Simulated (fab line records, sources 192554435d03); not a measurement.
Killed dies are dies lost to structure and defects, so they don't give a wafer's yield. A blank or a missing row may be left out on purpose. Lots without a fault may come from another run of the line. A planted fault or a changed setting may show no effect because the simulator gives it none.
Chamber matching | flow n5_finfet | N5_GATE_CUT_DESCUM_18 on rie_diel-03: 4 sister chambers
The step chemistry O2, time 7 s. 8 wafers are shown with their chamber, then 9 later ones without.

WAFERS WITH THEIR CHAMBER
wafer  | chamber | drypump_motor_current_A (A) | throttle_valve_pct (%)
L078.1 | 1       | 6.4                         | 20.50
L078.4 | 1       | 6.4                         | 20.49
L084.5 | 2       | 5.7                         | 20.78
L086.4 | 0       | 5.9                         | 20.40
L086.5 | 2       | 5.6                         | 20.77
L087.3 | 3       | 5.9                         | 20.79
L087.4 | 3       | 5.9                         | 20.79
L087.5 | 0       | 5.9                         | 20.43

WAFERS WITHOUT THEIR CHAMBER
wafer  | drypump_motor_current_A (A) | throttle_valve_pct (%)
L090.4 | 5.9                         | 20.81
L090.5 | 5.6                         | 20.80
L090.6 | 5.9                         | 20.79
L092.1 | 5.9                         | 20.81
L092.2 | 6.4                         | 20.50
L092.5 | 5.6                         | 20.81
L093.1 | 6.4                         | 20.52
L093.4 | 5.9                         | 20.80
L093.5 | 5.6                         | 20.82

WHICH CHAMBER EACH WENT THROUGH
wafer  | from the rows above | in truth
L090.4 | 3                   | 3
L090.5 | 2                   | 2
L090.6 | 3                   | 3
L092.1 | 3                   | 3
L092.2 | 1                   | 1
L092.5 | 2                   | 2
L093.1 | 1                   | 1
L093.4 | 3                   | 3
L093.5 | 2                   | 2
Placed correctly: 9 of 9. Can't be placed from these rows: 0. Placed wrongly: 0.
How it was worked out, from the rows above alone: a wafer's distance from a chamber is the root of the sum, over the readings, of the square of ((its reading less the chamber's mean) divided by the reading's scatter). The wafer belongs to the nearest chamber; if the next one is less than 2 further off, it can't be placed. A chamber's mean is the mean of its shown wafers. The scatter: the root of (the sum of the squares of (reading less its chamber's mean) over the shown wafers, divided by (wafers less chambers)).
